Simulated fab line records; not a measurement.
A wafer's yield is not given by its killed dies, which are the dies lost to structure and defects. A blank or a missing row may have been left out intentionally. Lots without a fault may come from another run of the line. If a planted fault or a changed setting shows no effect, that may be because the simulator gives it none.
Problem report in the 8D (eight disciplines) form, filled by code + flow nand-harc + the parts of the form that need people (team, actions taken, sign-off) are left out

== 1. WHAT WENT WRONG ==
Wafers without a fault read 3.8, standard deviation 2.6; killed-at-periphery at NHARC_END_SORT_01 reads a mean of 84.6 on 9 wafers belonging to 3 lots. Relative to the usual mean, that is a shift of +31 standard deviations.
The first sign was on wafer L568.1 at day 30 04:48, on prober-02. At this step, 9 wafers from 3 lots have a number in the record. Rule for "out" (also "out of limits"): further than 4 standard deviations from the usual mean. The rest of the wafers with a number are treated as sound.

== 2. WHAT IT IS, AND WHAT IT ISN'T ==
| question                    | is                     | is not                                        |
|-----------------------------|------------------------|-----------------------------------------------|
| which readings at this step | killed-at-periphery    | killed-at-array, killed-at-other, killed-open |
| which lots                  | L568, L569, L570       | -                                             |
| which wafers of those lots  | all that have a number | -                                             |
| read on which gauges        | prober-01, prober-02   | -                                             |
| when                        | from day 30 04:48      | up to then (0 sound wafers)                   |

== 3. SUSPECTS, AND WHAT RULES EACH OUT ==
Counting: a tool at any process step up to the reading remains a suspect when it ran all the lots that are out and ran no sound lot after the first of those.
- ruled out: the gauge at NHARC_END_SORT_01. Those wafers that are out were read across 2 gauges (prober-01, prober-02).
- rie-diel-10 at NHARC_P_M1_ETCH_15 (etches the open film in C4F8/Ar, target depth 182.5 nm, time 91.2 s): kept. It ran every lot that is out, first L569 (day 12 05:12), and no sound lot after that.
- cmp-04 at NHARC_THIN_TSV_CMP_21 (polishes, t overpolish 30 s, target thk 2000 nm): kept. It ran every lot that is out, first L570 (day 29 15:58), and no sound lot after that.
After counting, rie-diel-10 at NHARC_P_M1_ETCH_15 and cmp-04 at NHARC_THIN_TSV_CMP_21 remain.

== 4. THE CAUSE (what the simulator had put in) ==
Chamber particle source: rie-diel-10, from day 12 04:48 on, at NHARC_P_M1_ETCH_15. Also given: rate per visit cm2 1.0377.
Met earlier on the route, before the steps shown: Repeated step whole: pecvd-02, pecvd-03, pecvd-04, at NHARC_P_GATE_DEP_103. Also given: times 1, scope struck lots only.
2 suspects survive the count, and this tool is in that group.

== 5. THE EFFECT CHAIN, in route order ==
Each row: a reading whose mean over the struck wafers that have a number lies more than 3 standard deviations from the usual. Scope: only readings with a usual standard deviation given in the record; hours: median across lots of the time from each lot's start at the first step in this table that gives one to its start at this step; sigmas: change in usual standard deviations.
| hours | step              | reading             | usual | on struck wafers | change | sigmas |
|-------|-------------------|---------------------|-------|------------------|--------|--------|
| 0     | NHARC_END_SORT_01 | killed-at-periphery | 3.8   | 84.6             | +80.8  | +31    |
| 0     | NHARC_END_SORT_01 | killed-dies         | 58    | 134              | +76    | +4.7   |

== 6. HOW IT WOULD HAVE BEEN CAUGHT EARLIER ==
432 hours passed between the start of the fault at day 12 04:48 and the first reading out of limits at a measuring or inspecting step in this record, taken at day 30 04:48.
Of the tool readings at NHARC_P_M1_ETCH_15 for which the record gives a usual standard deviation, none was out on any struck wafer, so an alarm limit of 4 standard deviations on them would not have fired.
Lots out: 3; all had begun NHARC_P_M1_ETCH_15 on rie-diel-10 by day 30 04:48. None of them would have been spared by holding the tool at that moment.
